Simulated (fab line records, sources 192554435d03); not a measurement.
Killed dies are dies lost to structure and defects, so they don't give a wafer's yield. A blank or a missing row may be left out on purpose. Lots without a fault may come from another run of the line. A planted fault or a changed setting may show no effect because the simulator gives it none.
Split-lot experiment | flow n5_finfet | 7 lots, 39 wafers read, on a route of 1938 steps

THE SPLIT
At N5_DUMMY_GATE_EXPOSE_12 (exposes mask GATE, target cd 25 nm), the setting dose_mj was moved away from the recipe's 34 on 12 of the 39 wafers read, by -7.6% to +5.3%. The other wafers ran this setting at the recipe's value.

FROM THE SPLIT TO THE READING: what the file shows between them, 2 steps
- N5_DUMMY_GATE_PEB_13: peb time 60 s
- N5_DUMMY_GATE_DEVELOP_14: develop time 30 s

THE READING
cd_nm, in nm, at N5_DUMMY_GATE_CD_MEAS_15 (target cd 25.8 nm). Fault-free wafers of this fab line usually give 24.90 nm, standard deviation 0.22 nm.

wafer  | tool, chamber at the split | dose_mj as run | against the recipe | cd_nm, nm | against lot-mates on the recipe
L074.1 | euv_scanner-02, 0          | 34             | recipe             | 24.90     | -
L074.2 | euv_scanner-02, 0          | 34             | recipe             | 24.88     | -
L074.3 | euv_scanner-02, 0          | 34             | recipe             | 24.99     | -
L074.4 | euv_scanner-02, 0          | 34             | recipe             | 24.65     | -
L074.5 | euv_scanner-02, 0          | 34             | recipe             | 25.04     | -
L074.6 | euv_scanner-02, 0          | 34             | recipe             | 25.00     | -
L081.2 | euv_scanner-02, 0          | 34             | recipe             | 24.67     | -
L081.4 | euv_scanner-02, 0          | 34             | recipe             | 25.25     | -
L081.5 | euv_scanner-02, 0          | 34             | recipe             | 24.80     | -
L084.1 | euv_scanner-02, 0          | 34             | recipe             | 24.55     | -
L084.2 | euv_scanner-02, 0          | 34             | recipe             | 24.56     | -
L084.3 | euv_scanner-02, 0          | 34             | recipe             | 24.73     | -
L084.4 | euv_scanner-02, 0          | 34             | recipe             | 24.96     | -
L084.5 | euv_scanner-02, 0          | 34             | recipe             | 24.35     | -
L084.6 | euv_scanner-02, 0          | 34             | recipe             | 25.26     | -
L093.1 | euv_scanner-01, 0          | 31.86          | -6.3%              | 26.27     | +1.14
L093.2 | euv_scanner-01, 0          | 34             | recipe             | 25.23     | -
L093.3 | euv_scanner-01, 0          | 31.86          | -6.3%              | 25.95     | +0.82
L093.4 | euv_scanner-01, 0          | 31.86          | -6.3%              | 26.25     | +1.12
L093.5 | euv_scanner-01, 0          | 34             | recipe             | 25.01     | -
L093.6 | euv_scanner-01, 0          | 34             | recipe             | 25.16     | -
L094.1 | euv_scanner-01, 0          | 31.41          | -7.6%              | 26.26     | +1.38
L094.2 | euv_scanner-01, 0          | 34             | recipe             | 25.02     | -
L094.3 | euv_scanner-01, 0          | 31.41          | -7.6%              | 26.19     | +1.31
L094.4 | euv_scanner-01, 0          | 31.41          | -7.6%              | 26.62     | +1.74
L094.5 | euv_scanner-01, 0          | 34             | recipe             | 24.77     | -
L094.6 | euv_scanner-01, 0          | 34             | recipe             | 24.85     | -
L095.1 | euv_scanner-02, 0          | 34             | recipe             | 24.86     | -
L095.2 | euv_scanner-02, 0          | 34             | recipe             | 24.88     | -
L095.3 | euv_scanner-02, 0          | 35.81          | +5.3%              | 23.91     | -1.00
L095.4 | euv_scanner-02, 0          | 34             | recipe             | 24.99     | -
L095.5 | euv_scanner-02, 0          | 35.81          | +5.3%              | 24.24     | -0.67
L095.6 | euv_scanner-02, 0          | 35.81          | +5.3%              | 23.92     | -0.99
L097.1 | euv_scanner-01, 0          | 32.48          | -4.5%              | 25.70     | +0.70
L097.2 | euv_scanner-01, 0          | 34             | recipe             | 25.05     | -
L097.3 | euv_scanner-01, 0          | 32.48          | -4.5%              | 25.84     | +0.84
L097.4 | euv_scanner-01, 0          | 32.48          | -4.5%              | 25.98     | +0.98
L097.5 | euv_scanner-01, 0          | 34             | recipe             | 25.01     | -
L097.6 | euv_scanner-01, 0          | 34             | recipe             | 24.94     | -

THE FIT
A straight line over all 39 wafers: cd_nm changes by -0.189 nm for each +1% of dose_mj; r = -0.95; the points scatter about the line by 0.21 nm.
The same after taking each lot's own level away (the mean of its wafers on the recipe; 39 wafers): -0.178 nm for each +1%; r = -0.95; scatter 0.18 nm.
On that fit, the largest move of dose_mj shifts the reading by 1.4 nm.
The lots' own levels span 24.735 to 25.133 nm, that is 1.8 times the standard deviation above.
So the lot-to-lot level changes the slope little: the two slopes agree.
Check: with one of the wafers moved furthest among these (-7.6%) left out of the fit, the line predicts +1.37 nm for it against its lot-mates. It came out at +1.38 nm against them.

THE FILE'S OWN FIT
cd_nm changes by -0.179 nm for each +1% of dose_mj, r = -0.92.
